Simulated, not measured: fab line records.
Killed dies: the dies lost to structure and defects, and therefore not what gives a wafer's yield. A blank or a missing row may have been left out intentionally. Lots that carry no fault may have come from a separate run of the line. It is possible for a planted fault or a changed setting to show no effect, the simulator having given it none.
Which tool did it? -- flow nandHarc -- 24 lots (72 wafers sampled), 1 step of a 1302-step route

## WHAT EACH GAUGE READ, for each wafer
NHARC_A_ONON_D2_THK_MEAS_18: measures by ellipsometry. Usual: thkNm reads 997 nm (standard deviation 9.6).
lot,measured,on,thkNm (nm),flag
L074,day 12 19:58,filmMetro-01,988 989 989,
L075,day 12 19:58,filmMetro-02,1004 1006 1007,
L076,day 13 20:22,filmMetro-02,993 992 990,
L077,day 14 10:05,filmMetro-01,992 993 992,
L078,day 14 10:05,filmMetro-02,1010 1008 1007,
L079,day 15 03:59,filmMetro-02,1009 1009 1009,
L080,day 15 11:10,filmMetro-01,971 970 974,
L083,day 16 01:46,filmMetro-01,993 991 992,
L081,day 16 01:47,filmMetro-02,988 993 989,
L082,day 16 01:47,filmMetro-01,1003 1004 1002,
L084,day 17 11:23,filmMetro-02,995 999 997,
L085,day 17 17:41,filmMetro-01,982 981 983,
L086,day 17 17:41,filmMetro-02,1008 1007 1006,
L087,day 18 00:54,filmMetro-02,980 982 980,
L089,day 18 16:01,filmMetro-02,1003 1003 999,
L088,day 18 16:01,filmMetro-01,996 999 999,
L091,day 19 10:32,filmMetro-02,1003 1004 1004,
L090,day 19 10:32,filmMetro-01,1007 1007 1008,
L092,day 20 11:07,filmMetro-02,999 1001 1002,
L093,day 20 18:11,filmMetro-02,997 997 997,
L095,day 21 08:40,filmMetro-02,986 991 988,
L094,day 21 08:41,filmMetro-02,997 998 998,
L096,day 22 05:37,filmMetro-02,1008 1006 1008,
L097,day 22 05:37,filmMetro-01,1003 1004 1002,

## WHICH TOOL RAN EACH LOT (tool, then ch and the chambers of the sampled wafers, then the start)
The record holds no process step before these readings.

## WHAT THE TOOLS THEMSELVES READ (means of the sampled wafers that have a number; where no wafer has one, the mark that the record gives instead)
The record holds no such reading with a usual standard deviation.

## THE ANSWER, worked out from the rows above alone
Rule: lot off if the mean of its wafers having a number is beyond 3 standard deviations from the usual mean. A lot without any number at a reading at which 4 lots or more have one is off too. Any other lot the step has rows for is counted as sound. After the gauges, taken in route order, come the tools' own readings; for these a lot's mean is taken, as printed above. The first step at which some lot is off is used, and at that step the reading that is off furthest; a lot without a number counts as furthest.
No lot is off at any reading shown: from this, nothing can be told.

## WHAT THE SIMULATOR PUT IN
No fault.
